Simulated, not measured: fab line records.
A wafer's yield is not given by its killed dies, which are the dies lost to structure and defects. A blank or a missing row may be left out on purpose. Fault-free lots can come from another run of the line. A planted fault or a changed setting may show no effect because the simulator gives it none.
fab line records | flow n5-finfet | part 1 of 2: steps 1 to 20 of 24
record lots=5 | wafers=15 | last-day=18
route steps=1938 shown BEOL_M15@1809 PASS1_DEP@1831 MIM_BOT@1832
lots that met no fault: taken from a fault-free run of the same line
start-h: the number of hours between the record's first day and the start of the first shown wafer of the lot | wait-h: how many hours have passed since the lot's step before this one | " same as the row above | L1.1+2: a row that stands for several wafers | - either no value or no given start | * or withheld: withheld | < > ~ a bound
route shown NAME@n: a module of which the file shows steps, and the number in the route of the first | usual: average and standard deviation across the fault-free wafers | same: alike in all rows | chamber/n: place in a boat | sites: each site's reading | _std_site: the standard deviation of these | _edge_site: outer sites' mean less inner sites' | radius-mm: for every site, how far away it sits from the centre of the wafer | mask NAME#n: copy n | behind: the most recent tool/chamber to have shaped the wafer | hold: reason for holding the lot/hours on hold/outcome of the hold | device: names the non-switching transistor (n, p or np) | end of line: at the end of the route, the tests of the same wafers | for a step that has no rows: nothing shown but its recipe | killed: dies lost to structure and defects at the first sort, not the wafer's yield | map: a wafer's dies, marking killed ones x, the rest . and places with no die _
set.NAME: setting as actually run; set.NAME@STEP: the setting as run at that earlier step | model.NAME: the simulator's own value behind a step, which no gauge read
lots seen at some steps along the route; tables by step, rows by wafer
services: from which hour (start-h, from the record's first day; less than 0 if before it) a tool's chamber was out of use, for how many hours, and why
## steps
# step N5_BEOL_M15_TRENCH_ETCH_34
# recipe chemistry=C4F8/O2/Ar | target=SiO2 | target-depth-a=8729.3 | he-inner-torr=15 | he-outer-torr=30 | time-s=199 | ion-energy-ev=800 | pressure-mtorr=20 | source-w=1905 | bias-w=2040 | Ar_flow_sccm=400 | C4F8_flow_sccm=16 | O2_flow_sccm=12
# usual bias-w=2040/5.7 | drypump-motor-current-A=5.8/0.35 | oes_o_777_au=0.79/0.094 | oes-product-au=0.79/0.098 | rf-vpp-V=2234/20 | showerhead-plenum-p-Torr=3.41/0.13 | throttle-valve-pct=31.0/0.33
lot.wafer | tool        | chamber | start-h | wait-h | bias-w | drypump-motor-current-A | oes_o_777_au | oes-product-au | rf-hours-counter-h | rf-vpp-V | showerhead-plenum-p-Torr | throttle-valve-pct
L080.1    | rie-diel-06 | 3       | 305.51  | 0.0    | 2044   | 6.4                     | 0.68         | 0.68           | 240                | 2241     | 3.26                     | 30.6
L080.2    | "           | 2       | "       | "      | 2033   | 5.5                     | 0.72         | 0.72           | 192                | 2212     | 3.30                     | 31.2
L080.6    | "           | 1       | "       | "      | 2045   | 5.9                     | 0.73         | 0.74           | -                  | 2234     | 3.29                     | 31.1
L086.1    | rie-diel-03 | 0       | 321.44  | 0.0    | 2041   | 5.5                     | 0.90         | 0.90           | 26                 | 2239     | 3.50                     | 30.5
L086.2    | "           | 1       | "       | "      | 2041   | 5.9                     | 0.69         | 0.69           | 243                | 2237     | 3.40                     | 31.0
L086.6    | "           | 0       | "       | "      | 2042   | 5.5                     | 0.90         | 0.89           | -                  | 2239     | 3.50                     | 30.4
L089.2    | rie-diel-06 | 1       | 350.56  | 0.0    | 2051   | 5.9                     | 0.71         | 0.72           | 199                | 2233     | 3.28                     | 31.1
L089.3    | "           | 0       | "       | "      | 2036   | 5.5                     | 0.93         | 0.95           | 5                  | 2253     | 3.53                     | 31.3
L089.5    | "           | 2       | "       | "      | 2038   | 5.5                     | 0.71         | 0.71           | -                  | 2213     | 3.29                     | 31.3
L094.3    | rie-diel-06 | 2       | 386.45  | 0.0    | 2038   | 5.5                     | 0.69         | 0.69           | 224                | 2214     | 3.28                     | 31.3
L094.5    | "           | 2       | "       | "      | 2033   | 5.5                     | 0.69         | 0.69           | -                  | 2212     | 3.28                     | 31.3
L094.6    | "           | 3       | "       | "      | 2043   | 6.4                     | 0.95         | 0.95           | -                  | 2277     | 3.66                     | 30.2
L096.1    | rie-diel-06 | 3       | 408.33  | 0.0    | 2031   | 6.4                     | 0.92         | 0.93           | 11                 | 2277     | 3.65                     | 30.2
L096.4    | "           | 0       | "       | "      | 2042   | 5.5                     | 0.88         | 0.88           | 27                 | 2251     | 3.52                     | 31.3
L096.6    | "           | 3       | "       | "      | 2041   | 6.4                     | 0.92         | 0.93           | -                  | 2278     | 3.65                     | 30.2
# step N5_BEOL_M15_STRIP_36
# recipe chemistry=O2 | power-w=600 | temp-c=60 | pressure-mtorr=30 | rf-frequency-hz=6e+07 | bias-power-w=0 | overash-fraction=0.3 | o2-flow-sccm=225
# usual drypump-motor-current-A=5.8/0.35 | oes-product-au=0.81/0.089 | rf-vpp-V=3.6/1 | showerhead-plenum-p-Torr=2.10/0.078 | throttle-valve-pct=16.65/0.26
lot.wafer | tool        | chamber | start-h | wait-h | drypump-motor-current-A | oes-product-au | rf-hours-counter-h | rf-vpp-V | showerhead-plenum-p-Torr | throttle-valve-pct
L080.1    | rie-diel-03 | 1       | 306.19  | 0.5    | 5.9                     | 0.70           | 238                | 2.2      | 2.07                     | 16.76
L080.2    | "           | 3       | "       | "      | 6.6                     | 0.78           | 126                | 1.9      | 2.03                     | 16.79
L080.6    | "           | 0       | "       | "      | 5.6                     | 0.92           | -                  | 2.0      | 2.15                     | 16.30
L086.1    | rie-diel-04 | 1       | 322.97  | 1.3    | 5.7                     | 0.69           | 209                | 3.7      | 2.17                     | 16.90
L086.2    | "           | 2       | "       | "      | 6.1                     | 0.88           | 45                 | 3.0      | 2.14                     | 16.65
L086.6    | "           | 0       | "       | "      | 5.7                     | 0.83           | -                  | 2.9      | 2.04                     | 16.28
L089.2    | rie-diel-03 | 2       | 351.64  | 0.9    | 5.2                     | 0.85           | 68                 | 4.6      | 2.13                     | 16.66
L089.3    | "           | 3       | "       | "      | 6.6                     | 0.76           | 142                | 5.7      | 2.02                     | 16.81
L089.5    | "           | 3       | "       | "      | 6.6                     | 0.75           | -                  | 3.2      | 2.02                     | 16.85
L094.3    | rie-diel-06 | 3       | 386.88  | 0.2    | 6.3                     | 0.95           | 4                  | 6.1      | 2.25                     | 16.10
L094.5    | "           | 0       | "       | "      | 5.5                     | 0.89           | -                  | 6.5      | 2.14                     | 16.74
L094.6    | "           | 3       | "       | "      | 6.4                     | 0.96           | -                  | 3.3      | 2.25                     | 16.13
L096.1    | rie-diel-06 | 1       | 410.24  | 1.7    | 5.9                     | 0.69           | 221                | 3.9      | 1.98                     | 16.94
L096.4    | "           | 2       | "       | "      | 5.4                     | 0.69           | 231                | 3.9      | 1.98                     | 16.97
L096.6    | "           | 0       | "       | "      | 5.5                     | 0.89           | -                  | 2.9      | 2.14                     | 16.82
# step N5_BEOL_M15_STRIP_62
# recipe chemistry=O2 | power-w=600 | temp-c=60 | pressure-mtorr=30 | rf-frequency-hz=6e+07 | bias-power-w=0 | overash-fraction=0.3 | o2-flow-sccm=225
# usual drypump-motor-current-A=5.8/0.35 | oes-product-au=0.81/0.09 | rf-vpp-V=3.6/0.51 | showerhead-plenum-p-Torr=2.10/0.078 | throttle-valve-pct=16.65/0.26
lot.wafer | tool        | chamber | start-h | wait-h | drypump-motor-current-A | oes-product-au | rf-hours-counter-h | rf-vpp-V | showerhead-plenum-p-Torr | throttle-valve-pct
L080.1    | rie-diel-03 | 1       | -       | -      | 5.9                     | 0.70           | 238                | 3.1      | 2.07                     | 16.79
L080.2    | "           | 3       | "       | "      | 6.6                     | 0.78           | 126                | 3.7      | 2.03                     | 16.82
L080.6    | "           | 0       | "       | "      | 5.6                     | 0.91           | -                  | 4.4      | 2.15                     | 16.28
L086.1    | rie-diel-04 | 1       | -       | -      | 5.7                     | 0.70           | 209                | 4.0      | 2.17                     | 16.91
L086.2    | "           | 2       | "       | "      | 6.0                     | 0.88           | 45                 | 3.2      | 2.14                     | 16.64
L086.6    | "           | 0       | "       | "      | 5.8                     | 0.84           | -                  | 4.3      | 2.04                     | 16.30
L089.2    | rie-diel-03 | 2       | -       | -      | 5.3                     | 0.85           | 68                 | 3.5      | 2.13                     | 16.68
L089.3    | "           | 3       | "       | "      | 6.6                     | 0.76           | 142                | 3.2      | 2.02                     | 16.86
L089.5    | "           | 3       | "       | "      | 6.6                     | 0.76           | -                  | 3.2      | 2.02                     | 16.84
L094.3    | rie-diel-06 | 3       | -       | -      | 6.4                     | 0.95           | 4                  | 2.9      | 2.25                     | 16.12
L094.5    | "           | 0       | "       | "      | 5.5                     | 0.90           | -                  | 3.3      | 2.14                     | 16.79
L094.6    | "           | 3       | "       | "      | 6.4                     | 0.95           | -                  | 3.8      | 2.25                     | 16.10
L096.1    | rie-diel-06 | 1       | -       | -      | 5.9                     | 0.69           | 221                | 3.5      | 1.98                     | 16.94
L096.4    | "           | 2       | "       | "      | 5.4                     | 0.69           | 231                | 3.1      | 1.98                     | 16.99
L096.6    | "           | 0       | "       | "      | 5.5                     | 0.88           | -                  | 3.8      | 2.14                     | 16.80
# step N5_BEOL_M15_STRIP_37
# recipe chemistry=O2 | power-w=600 | temp-c=60 | pressure-mtorr=30 | rf-frequency-hz=6e+07 | bias-power-w=0 | overash-fraction=0.3 | o2-flow-sccm=225
# usual drypump-motor-current-A=5.8/0.35 | oes-product-au=0.81/0.09 | rf-vpp-V=3.6/0.67 | showerhead-plenum-p-Torr=2.10/0.078 | throttle-valve-pct=16.65/0.26
lot.wafer | tool        | chamber | start-h | wait-h | drypump-motor-current-A | oes-product-au | rf-hours-counter-h | rf-vpp-V | showerhead-plenum-p-Torr | throttle-valve-pct
L080.1    | rie-diel-03 | 1       | -       | -      | 5.9                     | 0.68           | 238                | 3.3      | 2.07                     | 16.80
L080.2    | "           | 3       | "       | "      | 6.6                     | 0.77           | 126                | 3.3      | 2.03                     | 16.82
L080.6    | "           | 0       | "       | "      | 5.6                     | 0.92           | -                  | 3.3      | 2.15                     | 16.26
L086.1    | rie-diel-04 | 1       | -       | -      | 5.7                     | 0.70           | 209                | 4.6      | 2.17                     | 16.90
L086.2    | "           | 2       | "       | "      | 6.0                     | 0.88           | 45                 | 3.6      | 2.14                     | 16.66
L086.6    | "           | 0       | "       | "      | 5.7                     | 0.82           | -                  | 3.4      | 2.04                     | 16.30
L089.2    | rie-diel-03 | 2       | -       | -      | 5.3                     | 0.85           | 68                 | 2.9      | 2.13                     | 16.68
L089.3    | "           | 3       | "       | "      | 6.6                     | 0.77           | 142                | 4.9      | 2.02                     | 16.83
L089.5    | "           | 3       | "       | "      | 6.6                     | 0.76           | -                  | 3.7      | 2.02                     | 16.87
L094.3    | rie-diel-06 | 3       | -       | -      | 6.4                     | 0.95           | 4                  | 3.8      | 2.25                     | 16.12
L094.5    | "           | 0       | "       | "      | 5.5                     | 0.88           | -                  | 3.9      | 2.14                     | 16.79
L094.6    | "           | 3       | "       | "      | 6.4                     | 0.95           | -                  | 3.9      | 2.25                     | 16.11
L096.1    | rie-diel-06 | 1       | -       | -      | 5.9                     | 0.69           | 221                | 3.7      | 1.98                     | 16.96
L096.4    | "           | 2       | "       | "      | 5.5                     | 0.69           | 231                | 3.4      | 1.98                     | 16.98
L096.6    | "           | 0       | "       | "      | 5.5                     | 0.87           | -                  | 3.8      | 2.14                     | 16.80
# step N5_BEOL_M15_ETCH_38
# recipe chemistry=CF4/N2 | target=SiCN | target-depth-a=1064 | taper-deg=2 | time-s=120.5 | ion-energy-ev=150 | mask-material=SiO2 | pressure-mtorr=40 | source-w=430 | bias-w=70 | Ar_flow_sccm=100 | cf4-flow-sccm=60 | n2-flow-sccm=60
# usual bias-w=70.02/0.22 | drypump-motor-current-A=5.8/0.35 | oes-product-au=0.81/0.089 | rf-vpp-V=382.3/2.1 | showerhead-plenum-p-Torr=2.21/0.075 | throttle-valve-pct=15.40/0.28
lot.wafer | tool        | chamber | start-h | wait-h | bias-w | drypump-motor-current-A | oes-product-au | rf-hours-counter-h | rf-vpp-V | showerhead-plenum-p-Torr | throttle-valve-pct
L080.1    | rie-diel-03 | 1       | -       | -      | 69.92  | 5.9                     | 0.69           | 238                | 380.2    | 2.18                     | 15.58
L080.2    | "           | 3       | "       | "      | 69.76  | 6.6                     | 0.76           | 126                | 379.5    | 2.12                     | 15.51
L080.6    | "           | 0       | "       | "      | 70.11  | 5.6                     | 0.90           | -                  | 383.4    | 2.25                     | 15.01
L086.1    | rie-diel-04 | 1       | -       | -      | 70.15  | 5.6                     | 0.71           | 209                | 383.2    | 2.28                     | 15.66
L086.2    | "           | 2       | "       | "      | 69.88  | 6.1                     | 0.88           | 45                 | 383.2    | 2.24                     | 15.33
L086.6    | "           | 0       | "       | "      | 70.33  | 5.8                     | 0.83           | -                  | 381.1    | 2.15                     | 15.11
L089.2    | rie-diel-03 | 2       | -       | -      | 70.29  | 5.2                     | 0.85           | 68                 | 383.1    | 2.23                     | 15.37
L089.3    | "           | 3       | "       | "      | 69.72  | 6.6                     | 0.76           | 142                | 379.2    | 2.12                     | 15.54
L089.5    | "           | 3       | "       | "      | 70.20  | 6.6                     | 0.76           | -                  | 378.8    | 2.12                     | 15.55
L094.3    | rie-diel-06 | 3       | -       | -      | 70.18  | 6.4                     | 0.95           | 4                  | 386.1    | 2.35                     | 14.82
L094.5    | "           | 0       | "       | "      | 69.98  | 5.5                     | 0.90           | -                  | 382.8    | 2.26                     | 15.57
L094.6    | "           | 3       | "       | "      | 69.95  | 6.4                     | 0.95           | -                  | 386.5    | 2.35                     | 14.82
L096.1    | rie-diel-06 | 1       | -       | -      | 70.01  | 5.9                     | 0.69           | 221                | 379.6    | 2.10                     | 15.77
L096.4    | "           | 2       | "       | "      | 69.83  | 5.5                     | 0.68           | 231                | 379.0    | 2.10                     | 15.83
L096.6    | "           | 0       | "       | "      | 70.19  | 5.5                     | 0.89           | -                  | 385.1    | 2.26                     | 15.58
# step N5_BEOL_M15_PRECLEAN_39
# recipe chemistry=residue-remover | time-s=60 | temp-c=40
lot.wafer  | tool         | chamber | start-h | wait-h
L080.1+2+6 | wet-bench-02 | 5,0,3   | 306.46  | -
L086.1+2+6 | wet-bench-05 | 0,7,6   | 323.24  | -
L089.2+3+5 | wet-bench-02 | 1,5,6   | 351.92  | -
L094.3+5+6 | wet-bench-05 | 1,3,4   | 387.16  | -
L096.1+4+6 | wet-bench-02 | 5,3,4   | 410.52  | -
# step N5_BEOL_M15_SRD_40
# recipe time-s=30 | temp-c=23 | rinse-liquid=diw | dry=n2-spin | spin-rpm=1500 | dry-time-s=30
lot.wafer  | tool         | chamber | start-h | wait-h
L080.1+2+6 | wet-bench-02 | 5,0,3   | 306.48  | 0.0
L086.1+2+6 | wet-bench-05 | 0,7,6   | 323.26  | 0.0
L089.2+3+5 | wet-bench-02 | 1,5,6   | 351.94  | 0.0
L094.3+5+6 | wet-bench-05 | 1,3,4   | 387.18  | 0.0
L096.1+4+6 | wet-bench-02 | 5,3,4   | 410.54  | 0.0
# step N5_BEOL_M15_DEGAS_41
# recipe ambient=vacuum | temp-c=300 | time-s=60
# usual heater-power-w=459/45
lot.wafer | tool           | chamber | start-h | wait-h | heater-power-w
L080.1    | pvd-sputter-01 | -       | 307.24  | 0.7    | 404
L080.2    | "              | -       | "       | "      | 487
L080.6    | "              | -       | "       | "      | 499
L086.1    | pvd-sputter-02 | -       | 323.40  | 0.1    | 434
L086.2    | "              | -       | "       | "      | 524
L086.6    | "              | -       | "       | "      | 529
L089.2    | pvd-sputter-01 | -       | 352.23  | 0.3    | 448
L089.3    | "              | -       | "       | "      | 405
L089.5    | "              | -       | "       | "      | 400
L094.3    | pvd-sputter-03 | -       | 388.72  | 1.5    | 479
L094.5    | "              | -       | "       | "      | 519
L094.6    | "              | -       | "       | "      | 468
L096.1    | pvd-sputter-03 | -       | 412.82  | 2.3    | 452
L096.4    | "              | -       | "       | "      | 471
L096.6    | "              | -       | "       | "      | 473
# step N5_BEOL_M15_PRE_CLEAN_42
# recipe gas=H2/He | time-s=30 | temp-c=300
# usual heater-power-w=458/46
lot.wafer | tool           | chamber | start-h | wait-h | heater-power-w
L080.1    | pvd-sputter-01 | -       | 307.28  | 0.0    | 403
L080.2    | "              | -       | "       | "      | 497
L080.6    | "              | -       | "       | "      | 492
L086.1    | pvd-sputter-02 | -       | 323.44  | 0.0    | 414
L086.2    | "              | -       | "       | "      | 520
L086.6    | "              | -       | "       | "      | 546
L089.2    | pvd-sputter-01 | -       | 352.27  | 0.0    | 444
L089.3    | "              | -       | "       | "      | 398
L089.5    | "              | -       | "       | "      | 411
L094.3    | pvd-sputter-03 | -       | 388.76  | 0.0    | 471
L094.5    | "              | -       | "       | "      | 503
L094.6    | "              | -       | "       | "      | 475
L096.1    | pvd-sputter-03 | -       | 412.86  | 0.0    | 449
L096.4    | "              | -       | "       | "      | 488
L096.6    | "              | -       | "       | "      | 474
# step N5_BEOL_M15_SPUTTER_43
# recipe material=TaN | target-thk-a=150 | temp-c=50 | bias-v=168.6 | power-w=15000 | chamber-pressure-pa=0.12 | time-s=24.19
# usual throttle-valve-pct=30.4/1.1
lot.wafer | tool           | chamber | start-h | wait-h | throttle-valve-pct
L080.1    | pvd-sputter-01 | -       | 307.32  | 0.0    | 31.6
L080.2    | "              | -       | "       | "      | 29.3
L080.6    | "              | -       | "       | "      | 29.3
L086.1    | pvd-sputter-02 | -       | 323.48  | 0.0    | 31.5
L086.2    | "              | -       | "       | "      | 30.1
L086.6    | "              | -       | "       | "      | 32.0
L089.2    | pvd-sputter-01 | -       | 352.31  | 0.0    | 30.0
L089.3    | "              | -       | "       | "      | 29.4
L089.5    | "              | -       | "       | "      | 31.5
L094.3    | pvd-sputter-03 | -       | 388.80  | 0.0    | 31.6
L094.5    | "              | -       | "       | "      | 30.2
L094.6    | "              | -       | "       | "      | 31.4
L096.1    | pvd-sputter-03 | -       | 412.90  | 0.0    | 29.7
L096.4    | "              | -       | "       | "      | 31.5
L096.6    | "              | -       | "       | "      | 31.5
# step N5_BEOL_M15_SPUTTER_44
# recipe material=Ta | target-thk-a=150 | temp-c=50 | bias-v=80 | power-w=15000 | chamber-pressure-pa=0.07 | time-s=24.19
# usual throttle-valve-pct=30.4/1.1
lot.wafer | tool           | chamber | start-h | wait-h | throttle-valve-pct
L080.1    | pvd-sputter-01 | -       | 307.40  | 0.0    | 31.8
L080.2    | "              | -       | "       | "      | 29.5
L080.6    | "              | -       | "       | "      | 29.1
L086.1    | pvd-sputter-02 | -       | 323.56  | 0.0    | 31.4
L086.2    | "              | -       | "       | "      | 29.7
L086.6    | "              | -       | "       | "      | 32.1
L089.2    | pvd-sputter-01 | -       | 352.39  | 0.0    | 30.1
L089.3    | "              | -       | "       | "      | 29.6
L089.5    | "              | -       | "       | "      | 31.9
L094.3    | pvd-sputter-03 | -       | 388.88  | 0.0    | 31.5
L094.5    | "              | -       | "       | "      | 30.5
L094.6    | "              | -       | "       | "      | 31.4
L096.1    | pvd-sputter-03 | -       | 412.98  | 0.0    | 29.5
L096.4    | "              | -       | "       | "      | 31.4
L096.6    | "              | -       | "       | "      | 31.2
# step N5_BEOL_M15_SPUTTER_45
# recipe material=Cu | target-thk-a=1000 | temp-c=-20 | bias-v=60 | power-w=26000 | chamber-pressure-pa=0.13 | time-s=16.67
# usual throttle-valve-pct=30.4/1.1
lot.wafer | tool           | chamber | start-h | wait-h | throttle-valve-pct
L080.1    | pvd-sputter-01 | -       | 307.48  | 0.0    | 31.6
L080.2    | "              | -       | "       | "      | 29.6
L080.6    | "              | -       | "       | "      | 29.4
L086.1    | pvd-sputter-02 | -       | 323.64  | 0.0    | 31.7
L086.2    | "              | -       | "       | "      | 29.9
L086.6    | "              | -       | "       | "      | 32.0
L089.2    | pvd-sputter-01 | -       | 352.47  | 0.0    | 29.7
L089.3    | "              | -       | "       | "      | 29.9
L089.5    | "              | -       | "       | "      | 31.9
L094.3    | pvd-sputter-03 | -       | 388.96  | 0.0    | 31.4
L094.5    | "              | -       | "       | "      | 30.5
L094.6    | "              | -       | "       | "      | 31.7
L096.1    | pvd-sputter-03 | -       | 413.06  | 0.0    | 29.5
L096.4    | "              | -       | "       | "      | 31.4
L096.6    | "              | -       | "       | "      | 31.5
# step N5_BEOL_M15_ECD_47
# recipe material=Cu | target-thk-a=18600
lot.wafer  | tool      | chamber | start-h | wait-h
L080.1+2+6 | ecd-cu-02 | 0,1,1   | 307.60  | 0.1
L086.1+2+6 | ecd-cu-02 | 1,0,0   | 323.76  | 0.1
L089.2+3+5 | ecd-cu-02 | 1,1,0   | 352.58  | 0.1
L094.3+5+6 | ecd-cu-02 | 0,0,1   | 389.15  | 0.2
L096.1+4+6 | ecd-cu-01 | 1,0,0   | 413.18  | 0.1
# step N5_BEOL_M15_ANNEAL_48
# recipe temp-c=225 | time-s=90 | ambient=N2
# usual wafer_temp_C_max=225.95/0.28
lot.wafer | tool          | chamber | start-h | wait-h | wafer_temp_C_max
L080.1    | rtp-anneal-01 | 0       | 307.84  | 0.2    | 226.11
L080.2    | "             | 0       | "       | "      | 225.95
L080.6    | "             | 0       | "       | "      | 226.04
L086.1    | rtp-anneal-02 | 0       | 324.00  | 0.2    | 225.61
L086.2    | "             | 0       | "       | "      | 225.69
L086.6    | "             | 0       | "       | "      | 225.67
L089.2    | rtp-anneal-01 | 0       | 352.87  | 0.2    | 226.61
L089.3    | "             | 0       | "       | "      | 226.14
L089.5    | "             | 0       | "       | "      | 226.67
L094.3    | rtp-anneal-02 | 0       | 389.46  | 0.2    | 226.09
L094.5    | "             | 0       | "       | "      | 225.99
L094.6    | "             | 0       | "       | "      | 226.35
L096.1    | rtp-anneal-01 | 0       | 413.42  | 0.2    | 226.13
L096.4    | "             | 0       | "       | "      | 225.81
L096.6    | "             | 0       | "       | "      | 225.88
# step N5_BEOL_M15_CMP_49
# recipe stop-on=SiO2 | t-overpolish-s=4.9 | down-force-psi=2 | platen-rpm=80 | clearing-platen-down-force-psi=2 | clearing-platen-rpm=80 | post-cmp-clean=cu-alkaline | target-thk-nm=850 | clearing-platen-pad-velocity-m-s=1.5917 | pad-velocity-m-s=1.5917
# usual barrier-field-endpoint-s=11.25/0.21 | clearing-platen-rpm=80.00/0.037 | motor-current-A=7.9/1 | overpolish-run-s=4.900/0.0082 | retaining-ring-pressure-frac=1.000/0.0047 | slurry-filter-dp-kPa=13.50/0.12
lot.wafer | tool   | chamber | start-h | wait-h | barrier-field-endpoint-s | clearing-platen-rpm | motor-current-A | overpolish-run-s | retaining-ring-pressure-frac | slurry-filter-dp-kPa
L080.1    | cmp-04 | 3       | 308.15  | 0.3    | 11.04                    | 79.92               | 6.1             | 4.908            | 1.003                        | 13.57
L080.2    | "      | 1       | "       | "      | 11.20                    | 80.00               | 9.7             | 4.892            | 0.997                        | 13.54
L080.6    | "      | 3       | "       | "      | 11.21                    | 79.99               | 6.2             | 4.902            | 0.995                        | 13.45
L086.2    | cmp-03 | 2       | 324.34  | 0.2    | 11.07                    | 80.02               | 7.9             | 4.896            | 1.001                        | 13.57
L086.1    | "      | 0       | "       | "      | 11.09                    | 80.04               | 8.8             | 4.904            | 1.003                        | 13.33
L086.6    | "      | 2       | "       | "      | 11.00                    | 80.01               | 8.1             | 4.893            | 1.009                        | 13.43
L089.3    | cmp-04 | 3       | 353.14  | 0.2    | 11.67                    | 79.99               | 6.2             | 4.901            | 0.995                        | 13.37
L089.2    | "      | 0       | "       | "      | 11.63                    | 80.05               | 6.2             | 4.910            | 0.997                        | 13.58
L089.5    | "      | 3       | "       | "      | 11.45                    | 80.01               | 6.5             | 4.899            | 0.996                        | 13.39
L094.3    | cmp-02 | 1       | 389.78  | 0.3    | 11.37                    | 80.03               | 9.5             | 4.908            | 1.000                        | 13.60
L094.6    | "      | 2       | "       | "      | 11.32                    | 80.02               | 7.9             | 4.895            | 0.997                        | 13.76
L094.5    | "      | 3       | "       | "      | 11.64                    | 79.97               | 8.1             | 4.901            | 1.008                        | 13.49
L096.1    | cmp-02 | 3       | 413.72  | 0.3    | 11.16                    | 80.05               | 8.6             | 4.899            | 1.005                        | 13.69
L096.4    | "      | 1       | "       | "      | 11.16                    | 80.00               | 9.6             | 4.884            | 0.999                        | 13.46
L096.6    | "      | 3       | "       | "      | 11.25                    | 80.08               | 8.5             | 4.904            | 1.001                        | 13.54
# step N5_BEOL_M15_THK_MEAS_50
# recipe thk-meas-gauge=xrf | reads=Cu_of_BEOL_M15_ECD_47
# usual M15_THK=847/16
lot.wafer | tool          | chamber | start-h | wait-h | M15_THK[nm]
L080.1    | film-metro-02 | -       | 308.45  | -      | 862
L080.2    | "             | -       | "       | "      | 838
L080.6    | "             | -       | "       | "      | 858
L086.1    | film-metro-02 | -       | 324.60  | -      | 866
L086.2    | "             | -       | "       | "      | 833
L086.6    | "             | -       | "       | "      | 859
L089.2    | film-metro-02 | -       | 353.43  | -      | 867
L089.3    | "             | -       | "       | "      | 868
L089.5    | "             | -       | "       | "      | 838
L094.3    | film-metro-01 | -       | 389.96  | -      | 815
L094.5    | "             | -       | "       | "      | 819
L094.6    | "             | -       | "       | "      | 851
L096.1    | film-metro-02 | -       | 414.01  | -      | 860
L096.4    | "             | -       | "       | "      | 853
L096.6    | "             | -       | "       | "      | 866
# step N5_BEOL_M15_PRE_CLEAN_52
# recipe gas=NH3 | time-s=15 | temp-c=withheld | rf-power-w=300
lot.wafer  | tool     | chamber | start-h | wait-h
L080.1+2+6 | pecvd-03 | 1,2,2   | 308.48  | 0.0
L086.1+2+6 | pecvd-04 | 0,1,2   | 324.63  | 0.0
L089.2+3+5 | pecvd-04 | 1,2,2   | 353.47  | 0.0
L094.3+5+6 | pecvd-01 | 1,1,2   | 390.00  | 0.0
L096.1+4+6 | pecvd-04 | 1,1,2   | 414.05  | 0.0
# step N5_BEOL_M15_DEP_53
# recipe material=SiCN | target-thk-a=500 | temp-c=withheld | precursor=3MS/NH3 | pressure-torr=3 | rf-w=675 | time-s=17.8
# usual showerhead-plenum-p-Torr=4.150/0.024 | showerhead-vpp-V=1600/53 | throttle-valve-pct=17.7/1.3
lot.wafer | tool     | chamber | start-h | wait-h | showerhead-plenum-p-Torr | showerhead-vpp-V | throttle-valve-pct
L080.1    | pecvd-03 | 1       | 308.52  | 0.0    | 4.179                    | 1581             | 19.4
L080.2    | "        | 2       | "       | "      | 4.183                    | 1689             | 16.1
L080.6    | "        | 2       | "       | "      | 4.173                    | 1678             | 16.0
L086.1    | pecvd-04 | 0       | 324.66  | 0.0    | 4.139                    | 1560             | 17.3
L086.2    | "        | 1       | "       | "      | 4.183                    | 1500             | 17.5
L086.6    | "        | 2       | "       | "      | 4.119                    | 1589             | 16.5
L089.2    | pecvd-04 | 1       | 353.49  | 0.0    | 4.177                    | 1518             | 17.5
L089.3    | "        | 2       | "       | "      | 4.124                    | 1589             | 16.3
L089.5    | "        | 2       | "       | "      | 4.117                    | 1606             | 16.3
L094.3    | pecvd-01 | 1       | 390.02  | 0.0    | 4.122                    | 1537             | 17.1
L094.5    | "        | 1       | "       | "      | 4.130                    | 1570             | 16.8
L094.6    | "        | 2       | "       | "      | 4.163                    | 1662             | 18.1
L096.1    | pecvd-04 | 1       | 414.08  | 0.0    | 4.192                    | 1492             | 17.7
L096.4    | "        | 1       | "       | "      | 4.188                    | 1506             | 17.6
L096.6    | "        | 2       | "       | "      | 4.111                    | 1605             | 16.5
# step N5_BEOL_M15_RS_MEAS_54
# recipe thk-meas-gauge=four-point-probe | reads=Cu_of_BEOL_M15_ECD_47+Ta_of_BEOL_M15_SPUTTER_44+TaN_of_BEOL_M15_SPUTTER_43
# usual M15_RS=0.0216/0.00038
lot.wafer | tool          | chamber | start-h | wait-h | M15_RS[ohm/sq]
L080.1    | film-metro-01 | -       | 308.60  | 0.1    | 0.0213
L080.2    | "             | -       | "       | "      | 0.0219
L080.6    | "             | -       | "       | "      | 0.0213
L086.1    | film-metro-02 | -       | 324.72  | 0.0    | 0.0212
L086.2    | "             | -       | "       | "      | 0.0220
L086.6    | "             | -       | "       | "      | 0.0213
L089.2    | film-metro-02 | -       | 353.56  | 0.1    | 0.0213
L089.3    | "             | -       | "       | "      | 0.0213
L089.5    | "             | -       | "       | "      | 0.0221
L094.3    | film-metro-01 | -       | 390.09  | 0.1    | 0.0225
L094.5    | "             | -       | "       | "      | 0.0224
L094.6    | "             | -       | "       | "      | 0.0215
L096.1    | film-metro-02 | -       | 414.14  | 0.0    | 0.0213
L096.4    | "             | -       | "       | "      | 0.0216
L096.6    | "             | -       | "       | "      | 0.0213
# step N5_BEOL_M15_INSPECT_55
# recipe inspect-instrument=darkfield | mode=post-dep
# usual raw-defect-count=67/20
lot.wafer | tool              | chamber | start-h | wait-h | raw-defect-count
L080.1    | defect-inspect-01 | -       | 308.63  | 0.0    | 104
L080.2    | "                 | -       | "       | "      | 103
L080.6    | "                 | -       | "       | "      | 70
L086.1    | defect-inspect-01 | -       | 324.75  | 0.0    | 58
L086.2    | "                 | -       | "       | "      | 108
L086.6    | "                 | -       | "       | "      | 76
L089.2    | defect-inspect-01 | -       | 353.59  | 0.0    | 58
L089.3    | "                 | -       | "       | "      | 79
L089.5    | "                 | -       | "       | "      | 48
L094.3    | defect-inspect-01 | -       | 390.11  | 0.0    | 47
L094.5    | "                 | -       | "       | "      | 45
L094.6    | "                 | -       | "       | "      | 35
L096.1    | defect-inspect-01 | -       | 414.17  | 0.0    | 63
L096.4    | "                 | -       | "       | "      | 35
L096.6    | "                 | -       | "       | "      | 41
